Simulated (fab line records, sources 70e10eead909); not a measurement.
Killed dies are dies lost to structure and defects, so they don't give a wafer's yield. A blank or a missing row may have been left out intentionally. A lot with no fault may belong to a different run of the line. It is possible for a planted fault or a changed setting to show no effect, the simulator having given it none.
fab line records    flow nand_harc    part 1 of 2: steps 1 to 20 of 28
record: lots: 5  wafers: 15  last_day: 33
route steps=1302 shown A_WL_FILL@982 A_CONTACT@983
lots that met no fault: from a run of the same line without faults
start_h: start of the lot's first displayed wafer, in hours after the record's first day    wait_h: how many hours have passed since the lot's step before this one    " the same as in the row above    L1.1+2: a single row standing in for several wafers    - no value, or no start was given    * or withheld: withheld    < > ~ a bound
route shown NAME@n: NAME is a module with steps in the file, n the number in the route of the first one    usual: the fault-free wafers' mean and standard deviation    same: alike in all rows    chamber/n: place in a boat    sites: each site's reading    _std_site: how widely they spread, as a standard deviation    _edge_site: mean of outer sites minus mean of inner sites    radius_mm: for every site, how far away it sits from the centre of the wafer    mask NAME#n: copy n    behind: tool/chamber where the wafer was last shaped    hold: the reason the lot was held/the length of the hold in hours/how it ended    device: the transistor (n, p or np) that didn't switch    end of line: the tests these same wafers got at the end of their route    a step without rows: its recipe alone    killed: not the wafer's yield, but the dies lost to structure and defects at the first sort    map: the dies of a wafer, with x for killed, . for not killed, _ for no die there
set.NAME: the run value of the setting; set.NAME@STEP: its run value at that earlier step    model.NAME: the simulator's own value behind a step, which no gauge read
lots at some steps of the route; a table a step, a row a wafer
services: a tool's chamber out of use, with start hour (start_h, from the record's first day; less than 0 if before it), hours out, and reason
== steps ==
step: NHARC_A_WL_FILL_INSPECT_15
usual: raw_defect_count: 517/160
lot.wafer  tool               chamber  start_h  wait_h  raw_defect_count
L079.2     defect_inspect-02  -        539.72   0.0     614
L079.3     "                  -        "        "       414
L079.5     "                  -        "        "       435
L087.1     defect_inspect-01  -        619.38   0.0     378
L087.4     "                  -        "        "       417
L087.6     "                  -        "        "       417
L094.1     defect_inspect-01  -        691.62   0.0     376
L094.2     "                  -        "        "       393
L094.6     "                  -        "        "       401
L096.2     defect_inspect-02  -        718.07   0.0     661
L096.4     "                  -        "        "       527
L096.5     "                  -        "        "       540
L097.2     defect_inspect-01  -        721.36   0.0     491
L097.3     "                  -        "        "       762
L097.6     "                  -        "        "       462
step: NHARC_A_CONTACT_DEP_24
recipe: target_thk_a: 5000  temp_c: 400  pressure_torr: 6.5  rf_w: 900  teos_flow_sccm: 161.4  flow_sccm: 2650  target_thk_nm: 500  gas: O2  material: SiO2
usual: chamber_pressure_Torr: 6.498/0.013  heater_power_w: 525/80  rf_fwd_power_W: 898.0/2.5  throttle_valve_pct: 16.4/0.49
lot.wafer  tool      chamber  start_h  wait_h  chamber_pressure_Torr  heater_power_w  rf_fwd_power_W  throttle_valve_pct
L079.3     pecvd-01  1        539.78   0.1     6.517                  504             899.0           16.4
L079.2     "         2        "        "       6.477                  401             895.7           15.8
L079.5     "         2        "        "       6.491                  435             894.8           15.6
L087.1     pecvd-04  2        619.58   0.2     6.481                  560             902.8           16.9
L087.6     "         0        "        "       6.475                  607             898.9           15.9
L087.4     "         1        "        "       6.498                  344             894.1           16.6
L094.2     pecvd-01  1        691.75   0.1     6.508                  483             899.0           16.4
L094.1     "         2        "        "       6.515                  470             899.3           15.4
L094.6     "         1        "        "       6.528                  505             899.7           16.2
L096.2     pecvd-01  0        718.26   0.2     6.481                  578             894.9           17.0
L096.4     "         2        "        "       6.507                  439             896.3           15.6
L096.5     "         0        "        "       6.509                  596             898.2           17.0
L097.2     pecvd-04  2        721.53   0.2     6.494                  589             900.5           17.5
L097.3     "         2        "        "       6.512                  594             898.1           17.5
L097.6     "         2        "        "       6.509                  440             899.0           17.5
step: NHARC_A_CONTACT_DEP_28
recipe: target_thk_a: 70000  temp_c: 400  material: aC
usual: throttle_valve_pct: 34.999/0.009
lot.wafer  tool        chamber  start_h  wait_h  throttle_valve_pct
L079.2     acl_dep-03  0        541.61   1.3     35.010
L079.3     "           0        "        "       35.007
L079.5     "           0        543.73   3.4     34.998
L087.1     acl_dep-03  0        620.06   0.1     35.008
L087.4     "           0        622.18   2.2     34.993
L087.6     "           0        623.59   3.6     35.001
L094.1     acl_dep-03  0        694.45   2.2     35.000
L094.2     "           0        "        "       34.987
L094.6     "           0        697.97   5.7     34.999
L096.2     acl_dep-01  0        720.43   1.7     34.992
L096.4     "           0        721.85   3.2     35.011
L096.5     "           0        "        "       34.992
L097.2     acl_dep-03  0        723.92   1.7     34.993
L097.3     "           0        "        "       34.996
L097.6     "           0        726.70   4.5     34.990
step: NHARC_A_CONTACT_DEP_29
recipe: target_thk_a: 1000  target_thk_nm: 100  temp_c: 400  pressure_torr: 3.5  flow_sccm: 200  rf_w: 350  material: SiON
usual: chamber_pressure_Torr: 3.499/0.0082  heater_power_w: 722/93  rf_fwd_power_W: 348.2/1.1
lot.wafer  tool      chamber  start_h  wait_h  chamber_pressure_Torr  heater_power_w  rf_fwd_power_W
L079.2     pecvd-02  1        545.16   2.8     3.498                  779             346.2
L079.3     "         0        "        "       3.498                  860             350.0
L079.5     "         2        "        "       3.504                  657             349.9
L087.1     pecvd-04  1        624.38   3.6     3.505                  662             348.7
L087.4     "         2        "        "       3.500                  781             347.2
L087.6     "         0        "        "       3.517                  771             348.1
L094.1     pecvd-01  1        698.73   3.6     3.505                  656             347.6
L094.2     "         2        "        "       3.510                  636             348.3
L094.6     "         1        "        "       3.499                  662             348.3
L096.2     pecvd-02  0        724.01   2.9     3.511                  793             347.0
L096.4     "         0        "        "       3.516                  779             348.2
L096.5     "         1        "        "       3.497                  664             349.8
L097.3     pecvd-02  0        727.42   2.1     3.501                  872             350.7
L097.2     "         1        "        "       3.503                  639             348.9
L097.6     "         1        "        "       3.500                  640             348.3
step: NHARC_A_CONTACT_DEHYDRATE_32
recipe: temp_c: 150  time_s: 120
usual: chill_plate_temp_C: 22.99/0.12  plate_temp_C: 150.01/0.14
lot.wafer  tool            chamber  start_h  wait_h  chill_plate_temp_C  plate_temp_C
L079.2     litho_track-06  0        545.43   0.2     23.10               149.96
L079.3     "               0        "        "       22.94               150.11
L079.5     "               0        "        "       22.89               149.90
L087.1     litho_track-06  0        624.59   0.2     23.06               150.18
L087.4     "               0        "        "       22.99               149.98
L087.6     "               0        "        "       23.25               150.10
L094.1     litho_track-04  0        698.98   0.2     22.96               150.00
L094.2     "               0        "        "       22.98               149.84
L094.6     "               0        "        "       23.08               149.92
L096.2     litho_track-06  0        724.28   0.2     23.12               150.17
L096.4     "               0        "        "       23.17               149.95
L096.5     "               0        "        "       23.03               150.21
L097.2     litho_track-06  0        727.69   0.2     22.78               150.15
L097.3     "               0        "        "       22.99               149.97
L097.6     "               0        "        "       22.84               150.11
step: NHARC_A_CONTACT_HMDS_33
recipe: time_s: 30
usual: chill_plate_temp_C: 23.00/0.1
lot.wafer  tool            chamber  start_h  wait_h  chill_plate_temp_C
L079.2     litho_track-06  0        -        -       23.16
L079.3     "               0        "        "       23.03
L079.5     "               0        "        "       23.00
L087.1     litho_track-06  0        -        -       22.91
L087.4     "               0        "        "       23.04
L087.6     "               0        "        "       22.93
L094.1     litho_track-04  0        -        -       23.09
L094.2     "               0        "        "       23.05
L094.6     "               0        "        "       23.05
L096.2     litho_track-06  0        -        -       22.99
L096.4     "               0        "        "       23.07
L096.5     "               0        "        "       22.98
L097.2     litho_track-06  0        -        -       23.22
L097.3     "               0        "        "       23.15
L097.6     "               0        "        "       23.16
step: NHARC_A_CONTACT_COAT_34
recipe: temp_c: 260  time_s: 75
usual: chill_plate_temp_C: 22.97/0.11  plate_temp_C: 260.01/0.21
lot.wafer  tool            chamber  start_h  wait_h  chill_plate_temp_C  plate_temp_C
L079.2     litho_track-06  0        -        -       23.00               259.46
L079.3     "               0        "        "       22.88               259.72
L079.5     "               0        "        "       23.03               259.68
L087.1     litho_track-06  0        -        -       23.02               259.97
L087.4     "               0        "        "       22.90               259.81
L087.6     "               0        "        "       23.07               259.99
L094.1     litho_track-04  0        -        -       22.90               260.00
L094.2     "               0        "        "       23.05               259.73
L094.6     "               0        "        "       23.01               259.96
L096.2     litho_track-06  0        -        -       23.08               259.83
L096.4     "               0        "        "       23.03               259.80
L096.5     "               0        "        "       23.08               260.04
L097.2     litho_track-06  0        -        -       22.92               260.24
L097.3     "               0        "        "       22.92               260.36
L097.6     "               0        "        "       23.03               260.22
step: NHARC_A_CONTACT_COAT_35
recipe: temp_c: 225  time_s: 65
usual: chill_plate_temp_C: 22.99/0.12  plate_temp_C: 225.06/0.18
lot.wafer  tool            chamber  start_h  wait_h  chill_plate_temp_C  plate_temp_C
L079.2     litho_track-06  0        -        -       23.08               224.99
L079.3     "               0        "        "       22.88               225.10
L079.5     "               0        "        "       22.97               225.07
L087.1     litho_track-06  0        -        -       22.89               224.91
L087.4     "               0        "        "       22.87               225.13
L087.6     "               0        "        "       22.84               225.31
L094.1     litho_track-04  0        -        -       22.76               225.23
L094.2     "               0        "        "       22.72               225.34
L094.6     "               0        "        "       22.75               225.20
L096.2     litho_track-06  0        -        -       22.99               225.13
L096.4     "               0        "        "       23.04               224.97
L096.5     "               0        "        "       23.10               225.15
L097.2     litho_track-06  0        -        -       23.04               225.13
L097.3     "               0        "        "       23.09               224.94
L097.6     "               0        "        "       23.00               225.02
step: NHARC_A_CONTACT_COAT_36
recipe: spin_rpm: 1500  resist_thk_nm: 90
usual: chill_plate_temp_C: 22.99/0.11
lot.wafer  tool            chamber  start_h  wait_h  chill_plate_temp_C
L079.2     litho_track-06  0        -        -       23.18
L079.3     "               0        "        "       23.12
L079.5     "               0        "        "       23.14
L087.1     litho_track-06  0        -        -       23.00
L087.4     "               0        "        "       22.99
L087.6     "               0        "        "       22.97
L094.1     litho_track-04  0        -        -       22.98
L094.2     "               0        "        "       23.18
L094.6     "               0        "        "       23.04
L096.2     litho_track-06  0        -        -       22.83
L096.4     "               0        "        "       22.87
L096.5     "               0        "        "       23.04
L097.2     litho_track-06  0        -        -       23.26
L097.3     "               0        "        "       23.09
L097.6     "               0        "        "       23.11
step: NHARC_A_CONTACT_SOFTBAKE_37
recipe: temp_c: 105  time_s: 55
usual: chill_plate_temp_C: 23.00/0.1  plate_temp_C: 105.02/0.14
lot.wafer  tool            chamber  start_h  wait_h  chill_plate_temp_C  plate_temp_C
L079.2     litho_track-06  0        -        -       23.19               104.79
L079.3     "               0        "        "       22.98               104.97
L079.5     "               0        "        "       22.83               104.90
L087.1     litho_track-06  0        -        -       23.02               104.95
L087.4     "               0        "        "       23.14               105.13
L087.6     "               0        "        "       22.88               104.91
L094.1     litho_track-04  0        -        -       23.09               104.97
L094.2     "               0        "        "       22.98               105.03
L094.6     "               0        "        "       22.97               105.01
L096.2     litho_track-06  0        -        -       23.02               105.25
L096.4     "               0        "        "       23.03               105.00
L096.5     "               0        "        "       23.00               104.85
L097.2     litho_track-06  0        -        -       22.80               105.23
L097.3     "               0        "        "       23.05               105.18
L097.6     "               0        "        "       22.98               105.13
step: NHARC_A_CONTACT_EBR_38
usual: chill_plate_temp_C: 22.99/0.1
lot.wafer  tool            chamber  start_h  wait_h  chill_plate_temp_C
L079.2     litho_track-06  0        -        -       23.11
L079.3     "               0        "        "       23.07
L079.5     "               0        "        "       22.96
L087.1     litho_track-06  0        -        -       22.93
L087.4     "               0        "        "       23.06
L087.6     "               0        "        "       22.98
L094.1     litho_track-04  0        -        -       23.18
L094.2     "               0        "        "       23.09
L094.6     "               0        "        "       23.27
L096.2     litho_track-06  0        -        -       22.87
L096.4     "               0        "        "       22.80
L096.5     "               0        "        "       22.86
L097.2     litho_track-06  0        -        -       23.09
L097.3     "               0        "        "       23.04
L097.6     "               0        "        "       23.10
step: NHARC_A_CONTACT_EXPOSE_39
recipe: na: 1.35  sigma_outer: 0.8  dose_mj: 58.79  mask_id: A_CC_3
lot.wafer   tool             chamber  start_h  wait_h  mask
L079.2+3+5  arfi_scanner-02  0        545.62   -       A_CC_3#0
L087.1+4+6  arfi_scanner-01  0        624.90   -       A_CC_3#0
L094.1+2+6  arfi_scanner-01  0        699.29   -       A_CC_3#0
L096.2+4+5  arfi_scanner-01  0        724.47   -       A_CC_3#0
L097.2+3+6  arfi_scanner-02  0        728.01   -       A_CC_3#0
step: NHARC_A_CONTACT_PEB_40
recipe: peb_temp_c: 100  peb_time_s: 65
usual: chill_plate_temp_C: 23.00/0.086  plate_temp_C: 100.00/0.12
lot.wafer  tool            chamber  start_h  wait_h  chill_plate_temp_C  plate_temp_C
L079.2     litho_track-04  0        545.68   0.1     22.97               99.89
L079.3     "               0        "        "       22.92               99.94
L079.5     "               0        "        "       22.91               100.01
L087.1     litho_track-04  0        624.96   0.1     23.11               99.92
L087.4     "               0        "        "       23.18               99.91
L087.6     "               0        "        "       23.08               99.80
L094.1     litho_track-06  0        699.34   0.1     23.08               100.07
L094.2     "               0        "        "       23.18               100.11
L094.6     "               0        "        "       23.02               100.11
L096.2     litho_track-04  0        724.53   0.1     23.06               100.05
L096.4     "               0        "        "       23.10               100.04
L096.5     "               0        "        "       23.09               99.95
L097.2     litho_track-01  0        728.06   0.1     23.04               99.86
L097.3     "               0        "        "       22.99               99.94
L097.6     "               0        "        "       22.94               99.94
step: NHARC_A_CONTACT_DEVELOP_41
recipe: develop_time_s: 35  dev_temp_c: 23
usual: chill_plate_temp_C: 22.99/0.11
lot.wafer  tool            chamber  start_h  wait_h  chill_plate_temp_C
L079.2     litho_track-04  0        -        -       22.86
L079.3     "               0        "        "       23.07
L079.5     "               0        "        "       22.87
L087.1     litho_track-04  0        -        -       23.22
L087.4     "               0        "        "       23.23
L087.6     "               0        "        "       23.22
L094.1     litho_track-06  0        -        -       23.10
L094.2     "               0        "        "       23.10
L094.6     "               0        "        "       23.04
L096.2     litho_track-04  0        -        -       23.06
L096.4     "               0        "        "       22.85
L096.5     "               0        "        "       22.90
L097.2     litho_track-01  0        -        -       22.86
L097.3     "               0        "        "       22.86
L097.6     "               0        "        "       22.92
step: NHARC_A_CONTACT_CD_MEAS_42
recipe: target_cd_nm: 300  landing_energy_ev: 500
usual: cd_nm: 300.0/0.51
lot.wafer  tool       chamber  start_h  wait_h  cd_nm
L079.2     cd_sem-01  0        545.76   -       299.4
L079.3     "          0        "        "       299.5
L079.5     "          0        "        "       300.1
L087.1     cd_sem-02  0        625.04   -       299.9
L087.4     "          0        "        "       300.1
L087.6     "          0        "        "       299.3
L094.1     cd_sem-01  0        699.42   -       301.2
L094.2     "          0        "        "       300.1
L094.6     "          0        "        "       299.6
L096.2     cd_sem-02  0        724.61   -       299.7
L096.4     "          0        "        "       299.9
L096.5     "          0        "        "       301.0
L097.2     cd_sem-01  0        728.15   -       300.5
L097.3     "          0        "        "       299.7
L097.6     "          0        "        "       299.1
step: NHARC_A_CONTACT_OVL_MEAS_43
usual: overlay_x_nm: -0.1/0.73  overlay_y_nm: 0.1/1.1
lot.wafer  tool        chamber  start_h  wait_h  overlay_x_nm  overlay_y_nm
L079.2     overlay-02  -        545.85   -       1.1           0.2
L079.3     "           -        "        "       1.8           0.2
L079.5     "           -        "        "       1.4           0.5
L087.1     overlay-01  -        625.13   -       0.3           0.8
L087.4     "           -        "        "       0.1           1.8
L087.6     "           -        "        "       0.8           1.6
L094.1     overlay-01  -        699.51   -       -0.1          -1.7
L094.2     "           -        "        "       0.4           -1.5
L094.6     "           -        "        "       0.3           -1.4
L096.2     overlay-01  -        724.69   -       0.3           -0.3
L096.4     "           -        "        "       0.0           0.1
L096.5     "           -        "        "       -0.1          -0.1
L097.2     overlay-01  -        728.23   -       -1.5          0.6
L097.3     "           -        "        "       -1.9          0.4
L097.6     "           -        "        "       -1.8          0.8
step: NHARC_A_CONTACT_INSPECT_44
usual: raw_defect_count: 79/33
lot.wafer  tool               chamber  start_h  wait_h  raw_defect_count
L079.2     defect_inspect-02  -        545.89   0.0     63
L079.3     "                  -        "        "       76
L079.5     "                  -        "        "       51
L087.1     defect_inspect-02  -        625.16   0.0     118
L087.4     "                  -        "        "       85
L087.6     "                  -        "        "       95
L094.1     defect_inspect-01  -        699.55   0.0     127
L094.2     "                  -        "        "       109
L094.6     "                  -        "        "       121
L096.2     defect_inspect-01  -        724.73   0.0     90
L096.4     "                  -        "        "       92
L096.5     "                  -        "        "       93
L097.2     defect_inspect-01  -        728.27   0.0     125
L097.3     "                  -        "        "       141
L097.6     "                  -        "        "       134
step: NHARC_A_CONTACT_DESCUM_47
recipe: time_s: 3  o2_flow_sccm: 200  ar_flow_sccm: 0  bias_power_w: 0  chemistry: O2
usual: drypump_motor_current_A: 5.7/0.45  oes_product_au: 1.001/0.013  rf_vpp_V: 57.8/0.96  showerhead_plenum_p_Torr: 1.88/0.093  throttle_valve_pct: 11.312/0.0086
lot.wafer  tool         chamber  start_h  wait_h  drypump_motor_current_A  oes_product_au  rf_hours_counter_h  rf_vpp_V  showerhead_plenum_p_Torr  throttle_valve_pct
L079.3     rie_diel-11  0        545.96   0.1     6.5                      0.975           36                  58.7      1.83                      11.319
L079.2     "            1        "        "       5.7                      1.015           39                  57.0      1.91                      11.321
L079.5     "            3        "        "       6.1                      1.007           -                   59.4      1.78                      11.319
L087.1     rie_diel-09  1        625.22   0.1     5.4                      1.027           20                  57.5      1.94                      11.289
L087.4     "            3        "        "       6.0                      0.991           20                  58.9      2.03                      11.315
L087.6     "            2        "        "       5.1                      0.994           -                   57.5      1.77                      11.303
L094.2     rie_diel-09  1        699.62   0.1     5.4                      1.025           2                   59.1      1.93                      11.316
L094.1     "            3        "        "       6.0                      1.012           2                   58.5      2.02                      11.325
L094.6     "            0        "        "       5.3                      0.995           -                   56.4      1.77                      11.309
L096.4     rie_diel-09  3        724.79   0.1     6.0                      1.015           8                   59.0      2.02                      11.313
L096.2     "            1        "        "       5.4                      1.015           7                   56.4      1.93                      11.317
L096.5     "            0        "        "       5.3                      0.987           -                   57.6      1.77                      11.298
L097.3     rie_diel-11  1        728.35   0.1     5.7                      1.001           40                  59.5      1.89                      11.319
L097.2     "            2        "        "       5.6                      0.995           43                  57.7      1.92                      11.307
L097.6     "            3        "        "       6.1                      1.012           -                   58.4      2.07                      11.323
step: NHARC_A_CONTACT_ETCH_48
recipe: target_depth_a: 390  over_etch_frac: 0.3  time_s: 65  ion_energy_ev: 80  cf4_flow_sccm: 150  ar_flow_sccm: 0  rf_w: 300  bias_w: 100  chemistry: CF4
usual: cf4_flow_sccm: 150.0/0.48  drypump_motor_current_A: 5.7/0.45  oes_product_au: 1.000/0.011  rf_fwd_power_W: 297.2/1.1  rf_vpp_V: 150.9/1.3  showerhead_plenum_p_Torr: 1.74/0.082  throttle_valve_pct: 13.286/0.0092
lot.wafer  tool         chamber  start_h  wait_h  cf4_flow_sccm  drypump_motor_current_A  oes_product_au  rf_fwd_power_W  rf_hours_counter_h  rf_vpp_V  showerhead_plenum_p_Torr  throttle_valve_pct
L079.2     rie_diel-11  2        546.03   0.1     150.2          5.6                      0.999           296.7           39                  151.1     1.79                      13.289
L079.3     "            3        "        "       150.1          6.1                      1.002           297.2           36                  150.1     1.65                      13.286
L079.5     "            2        "        "       150.5          5.6                      1.006           296.2           -                   150.7     1.79                      13.290
L087.1     rie_diel-09  1        625.31   0.1     150.2          5.4                      1.018           297.4           20                  151.5     1.79                      13.279
L087.4     "            3        "        "       150.2          6.0                      0.997           297.8           20                  152.8     1.86                      13.279
L087.6     "            1        "        "       149.8          5.4                      1.013           296.2           -                   152.9     1.79                      13.287
L094.2     rie_diel-09  0        699.70   0.1     150.3          5.3                      0.988           296.6           3                   151.1     1.65                      13.286
L094.1     "            1        "        "       149.6          5.4                      1.021           297.0           2                   151.0     1.79                      13.287
L094.6     "            3        "        "       150.5          6.0                      0.996           296.1           -                   151.8     1.86                      13.275
L096.2     rie_diel-09  2        724.88   0.1     149.6          5.1                      1.009           297.3           8                   149.6     1.64                      13.267
L096.4     "            0        "        "       149.8          5.3                      0.990           296.8           8                   149.9     1.64                      13.267
L096.5     "            2        "        "       149.6          5.2                      1.007           297.1           -                   149.1     1.64                      13.279
L097.2     rie_diel-11  1        728.42   0.1     149.5          5.6                      0.991           297.8           40                  150.5     1.75                      13.305
L097.3     "            3        "        "       150.0          6.1                      1.019           298.8           32                  152.6     1.90                      13.296
L097.6     "            1        "        "       149.6          5.7                      0.993           298.3           -                   151.1     1.75                      13.273
step: NHARC_A_CONTACT_ETCH_49
recipe: target_depth_a: 2600  over_etch_frac: 0.3  time_s: 475.3  ion_energy_ev: 200  n2_flow_sccm: 150  h2_flow_sccm: 150  ar_flow_sccm: 0  rf_w: 400  bias_w: 150  chemistry: N2/H2
usual: drypump_motor_current_A: 5.6/0.44  oes_product_au: 0.999/0.011  rf_fwd_power_W: 399.3/1.3  rf_vpp_V: 429.4/2.8  showerhead_plenum_p_Torr: 2.00/0.098  throttle_valve_pct: 14.171/0.0093
lot.wafer  tool         chamber  start_h  wait_h  drypump_motor_current_A  oes_product_au  rf_fwd_power_W  rf_hours_counter_h  rf_vpp_V  showerhead_plenum_p_Torr  throttle_valve_pct
L079.2     rie_diel-11  3        -        -       6.1                      0.990           400.6           36                  426.0     1.89                      14.164
L079.3     "            0        "        "       6.5                      0.967           397.3           36                  427.4     1.95                      14.165
L079.5     "            3        "        "       6.1                      0.988           399.4           -                   426.7     1.89                      14.167
L087.1     rie_diel-09  1        -        -       5.4                      1.013           401.3           20                  431.4     2.07                      14.182
L087.4     "            2        "        "       5.1                      0.989           399.6           14                  427.7     1.88                      14.183
L087.6     "            1        "        "       5.4                      1.005           399.4           -                   430.9     2.07                      14.164
L094.2     rie_diel-09  0        -        -       5.3                      0.982           397.0           3                   427.0     1.88                      14.170
L094.1     "            2        "        "       5.2                      0.998           398.5           2                   428.7     1.88                      14.181
L094.6     "            1        "        "       5.4                      1.011           399.8           -                   431.0     2.06                      14.183
L096.4     rie_diel-09  3        -        -       6.0                      1.007           398.1           8                   433.1     2.16                      14.154
L096.2     "            0        "        "       5.3                      0.986           398.6           8                   426.3     1.88                      14.177
L096.5     "            2        "        "       5.1                      0.999           399.5           -                   424.1     1.88                      14.161
L097.3     rie_diel-11  1        -        -       5.6                      0.988           400.1           41                  430.5     2.02                      14.166
L097.2     "            0        "        "       6.5                      0.998           399.8           44                  425.7     1.93                      14.171
L097.6     "            1        "        "       5.6                      0.995           399.5           -                   429.5     2.02                      14.183
